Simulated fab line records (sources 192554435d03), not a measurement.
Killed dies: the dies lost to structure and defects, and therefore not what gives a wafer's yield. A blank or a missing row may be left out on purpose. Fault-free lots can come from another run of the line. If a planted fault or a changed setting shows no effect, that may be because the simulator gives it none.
Chamber matching + flow n5Finfet + pecvd-04 running N5_BEOL_M0_SAQP_PECVD_00: 3 sister chambers
The step deposits SiCN from 3MS/NH3, target thk 8 nm, time 14 s. 30 wafers are shown with their chamber, then 12 later ones without.

== WAFERS, EACH WITH ITS CHAMBER ==
| wafer  | chamber | throttleValvePct (%) | showerheadPlenumPTorr (Torr) | chamberPressureTorr (Torr) |
|--------|---------|----------------------|------------------------------|----------------------------|
| L074.1 | 2       | 8.9                  | 3.639                        | 3.003                      |
| L074.2 | 1       | 10.1                 | 3.660                        | 2.989                      |
| L074.4 | 2       | 9.1                  | 3.645                        | 2.998                      |
| L076.1 | 1       | 9.9                  | 3.658                        | 3.003                      |
| L076.2 | 0       | 9.5                  | 3.652                        | 3.013                      |
| L076.4 | 1       | 10.0                 | 3.659                        | 3.004                      |
| L077.1 | 1       | 10.2                 | 3.651                        | 2.996                      |
| L077.2 | 2       | 8.7                  | 3.642                        | 3.002                      |
| L077.5 | 2       | 8.8                  | 3.641                        | 3.002                      |
| L080.1 | 1       | 9.9                  | 3.650                        | 3.008                      |
| L080.2 | 0       | 9.6                  | 3.666                        | 2.997                      |
| L080.4 | 0       | 9.7                  | 3.657                        | 3.009                      |
| L081.2 | 2       | 8.9                  | 3.646                        | 3.008                      |
| L081.3 | 1       | 10.1                 | 3.657                        | 3.012                      |
| L081.6 | 0       | 9.6                  | 3.657                        | 2.997                      |
| L082.1 | 0       | 9.7                  | 3.665                        | 2.998                      |
| L082.2 | 2       | 9.0                  | 3.648                        | 3.002                      |
| L082.6 | 2       | 8.9                  | 3.645                        | 2.989                      |
| L083.1 | 2       | 8.8                  | 3.637                        | 2.992                      |
| L083.2 | 0       | 9.4                  | 3.661                        | 3.001                      |
| L083.5 | 1       | 10.2                 | 3.661                        | 2.999                      |
| L085.1 | 0       | 9.0                  | 3.666                        | 3.008                      |
| L085.3 | 2       | 8.8                  | 3.655                        | 3.003                      |
| L085.5 | 0       | 9.4                  | 3.664                        | 3.011                      |
| L086.1 | 0       | 9.7                  | 3.668                        | 2.997                      |
| L086.4 | 2       | 8.8                  | 3.647                        | 3.006                      |
| L086.5 | 0       | 9.3                  | 3.668                        | 3.008                      |
| L088.1 | 2       | 8.9                  | 3.654                        | 3.003                      |
| L088.3 | 0       | 9.6                  | 3.654                        | 3.004                      |
| L088.6 | 1       | 10.0                 | 3.653                        | 3.006                      |

SIGNATURES (averages over the wafers above)
| reading               | chamber 0 | chamber 1 | chamber 2 | scatter within a chamber |
|-----------------------|-----------|-----------|-----------|--------------------------|
| throttleValvePct      | 9.500     | 10.050    | 8.873     | 0.159                    |
| showerheadPlenumPTorr | 3.66164   | 3.65612   | 3.64536   | 0.00535                  |
| chamberPressureTorr   | 3.00391   | 3.00212   | 3.00073   | 0.0063                   |
Rule: a wafer lies at a distance from a chamber equal to the root of the sum of squares, over the readings, of (its reading less the chamber's mean, divided by the reading's scatter). The wafer belongs to the nearest chamber; if the next one is less than 2 further off, it can't be placed. The scatter: take each reading less its chamber's mean, square it, sum over the shown wafers, divide by the number of wafers less the number of chambers, and take the root.

== WAFERS WHOSE CHAMBER IS MISSING ==
| wafer  | throttleValvePct (%) | showerheadPlenumPTorr (Torr) | chamberPressureTorr (Torr) |
|--------|----------------------|------------------------------|----------------------------|
| L089.3 | 10.4                 | 3.659                        | 3.006                      |
| L089.4 | 8.7                  | 3.645                        | 3.007                      |
| L089.6 | 10.0                 | 3.663                        | 3.009                      |
| L090.4 | 8.8                  | 3.645                        | 2.997                      |
| L090.5 | 8.8                  | 3.635                        | 3.011                      |
| L090.6 | 10.3                 | 3.664                        | 2.998                      |
| L095.1 | 8.8                  | 3.644                        | 2.999                      |
| L095.3 | 9.8                  | 3.666                        | 2.994                      |
| L095.5 | 10.1                 | 3.655                        | 3.002                      |
| L097.2 | 10.0                 | 3.651                        | 3.010                      |
| L097.3 | 9.3                  | 3.665                        | 2.996                      |
| L097.4 | 8.9                  | 3.640                        | 2.999                      |

== THE CHAMBER EACH PASSED THROUGH ==
| wafer  | from the rows above     | in truth |
|--------|-------------------------|----------|
| L089.3 | 1                       | 1        |
| L089.4 | 2                       | 2        |
| L089.6 | can't be placed: 1 or 0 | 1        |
| L090.4 | 2                       | 2        |
| L090.5 | 2                       | 2        |
| L090.6 | 1                       | 1        |
| L095.1 | 2                       | 2        |
| L095.3 | can't be placed: 0 or 1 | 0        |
| L095.5 | 1                       | 1        |
| L097.2 | 1                       | 1        |
| L097.3 | 0                       | 0        |
| L097.4 | 2                       | 2        |
Placed correctly: 10 of 12. Can't be placed from these rows: 2 (the true chamber is among the candidates in 2). Placed wrongly: 0.
